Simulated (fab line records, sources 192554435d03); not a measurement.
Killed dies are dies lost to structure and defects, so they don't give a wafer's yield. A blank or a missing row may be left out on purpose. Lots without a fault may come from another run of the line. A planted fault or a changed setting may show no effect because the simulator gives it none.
Split-lot experiment | flow n5_finfet | 7 lots, 21 wafers read, on a route of 1938 steps

THE SPLIT
At N5_BEOL_M3_COAT_67 (time 60 s, resist thk 60 nm), the setting spin_rpm was moved away from the recipe's 1500 rpm on 10 of the 21 wafers read, by -10.2% to +10.3%. The other wafers ran this setting at the recipe's value.

FROM THE SPLIT TO THE READING: what the file shows between them, 8 steps
- N5_BEOL_M3_COAT_22: resist thk 30 nm (also split here: spin_rpm)
- N5_BEOL_M3_EBR_24
- N5_BEOL_M3_SOFTBAKE_23: time 60 s
- N5_BEOL_M3_ALD_98: deposits SiO2, target thk 2.5 nm, pulse time 1 s, co reactant pulse time 1 s
- N5_BEOL_M3_ETCHBACK_99: etches SiO2 in CHF3, target depth 5 nm, time 10.4 s
- N5_BEOL_M3_ETCH_70: etches SOC in N2/H2, target depth 80 nm, overetch 16 nm, time 120 s
- N5_BEOL_M3_STRIP_71: strips in N2/H2
- N5_BEOL_M3_STRIP_78: strips in N2/H2

THE READING
SOC_of_BEOL_M3_COAT_67.thk_nm (the simulator's own value, which no gauge read), in nm, at N5_BEOL_M3_VIA_ETCH_34 (etches the open film in C4F6/O2, target depth 69.4 nm, time 65.9 s). The file gives no usual value for it. The 11 wafers here that ran the recipe average 51.9 nm, standard deviation 0.19 nm.

wafer  | tool, chamber at the split | spin_rpm as run, rpm | against the recipe | SOC_of_BEOL_M3_COAT_67.thk_nm, nm | against lot-mates on the recipe
L075.1 | litho_track-03, 0          | 1500                 | recipe             | 52.2                              | -
L075.2 | litho_track-03, 0          | 1354                 | -9.7%              | 55.4                              | +3.5
L075.4 | litho_track-03, 0          | 1500                 | recipe             | 51.6                              | -
L078.2 | litho_track-04, 0          | 1557                 | +3.8%              | 50.8                              | -1.2
L078.5 | litho_track-04, 0          | 1500                 | recipe             | 52                                | -
L078.6 | litho_track-04, 0          | 1557                 | +3.8%              | 51.2                              | -0.8
L079.1 | litho_track-04, 0          | 1415                 | -5.7%              | 53.6                              | +1.4
L079.3 | litho_track-04, 0          | 1415                 | -5.7%              | 54                                | +1.8
L079.4 | litho_track-04, 0          | 1500                 | recipe             | 52.2                              | -
L080.2 | litho_track-03, 0          | 1500                 | recipe             | 52                                | -
L080.3 | litho_track-03, 0          | 1590                 | +6.0%              | 50.4                              | -1.6
L080.5 | litho_track-03, 0          | 1590                 | +6.0%              | 50.6                              | -1.4
L082.3 | litho_track-04, 0          | 1500                 | recipe             | 51.8                              | -
L082.4 | litho_track-04, 0          | 1500                 | recipe             | 52                                | -
L082.5 | litho_track-04, 0          | 1500                 | recipe             | 52                                | -
L088.1 | litho_track-04, 0          | 1654                 | +10.3%             | 49.2                              | -2.6
L088.5 | litho_track-04, 0          | 1500                 | recipe             | 51.6                              | -
L088.6 | litho_track-04, 0          | 1500                 | recipe             | 52                                | -
L089.1 | litho_track-03, 0          | 1500                 | recipe             | 52                                | -
L089.4 | litho_track-03, 0          | 1347                 | -10.2%             | 54.8                              | +2.8
L089.6 | litho_track-03, 0          | 1347                 | -10.2%             | 55.4                              | +3.4

THE FIT
A straight line over all 21 wafers: SOC_of_BEOL_M3_COAT_67.thk_nm changes by -0.297 nm for each +1% of spin_rpm; r = -0.99; the points scatter about the line by 0.26 nm.
The same after taking each lot's own level away (the mean of its wafers on the recipe; 21 wafers): -0.291 nm for each +1%; r = -0.99; scatter 0.26 nm.
On that fit, the largest move of spin_rpm shifts the reading by 3 nm.
The lots' own levels span 51.80 to 52.20 nm, that is 2.1 times the standard deviation above.
So the lot-to-lot level changes the slope little: the two slopes agree.
Check: with one of the wafers moved furthest among these (+10.3%) left out of the fit, the line predicts -2.99 nm for it against its lot-mates. It came out at -2.6 nm against them.

OTHER SPLITS ON THESE WAFERS
These wafers also went through other splits before the reading. Each is held against what the fit with the lots' levels taken away leaves over:
other split on the same wafers | wafers away from the commonest value | r with SOC_of_BEOL_M3_COAT_67.thk_nm (lot level and that fit taken away)
N5_BEOL_M3_COAT_22 spin_rpm    | 6                                    | +0.23

THE WHOLE CHAIN: every reading that the file lists as answering this split, in the file's order
step                   | what it does                                                        | reading                                                                        | change (the file's fit)               | r (the file's)
N5_BEOL_M3_COAT_67     | time 60 s, resist thk 60 nm                                         | SOC_of_BEOL_M3_COAT_67.thk_nm (the simulator's own value, which no gauge read) | -0.307 nm for each +1% of the setting | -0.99
N5_BEOL_M3_ETCH_70     | etches SOC in N2/H2, target depth 80 nm, overetch 16 nm, time 120 s | etch.depth_nm (the simulator's own value, which no gauge read)                 | -0.307 nm for each +1% of the setting | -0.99
N5_BEOL_M3_VIA_ETCH_34 | etches the open film in C4F6/O2, target depth 69.4 nm, time 65.9 s  | SOC_of_BEOL_M3_COAT_67.thk_nm (the simulator's own value, which no gauge read) | -0.295 nm for each +1% of the setting | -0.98

THE FILE'S OWN FIT
SOC_of_BEOL_M3_COAT_67.thk_nm changes by -0.295 nm for each +1% of spin_rpm, r = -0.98.
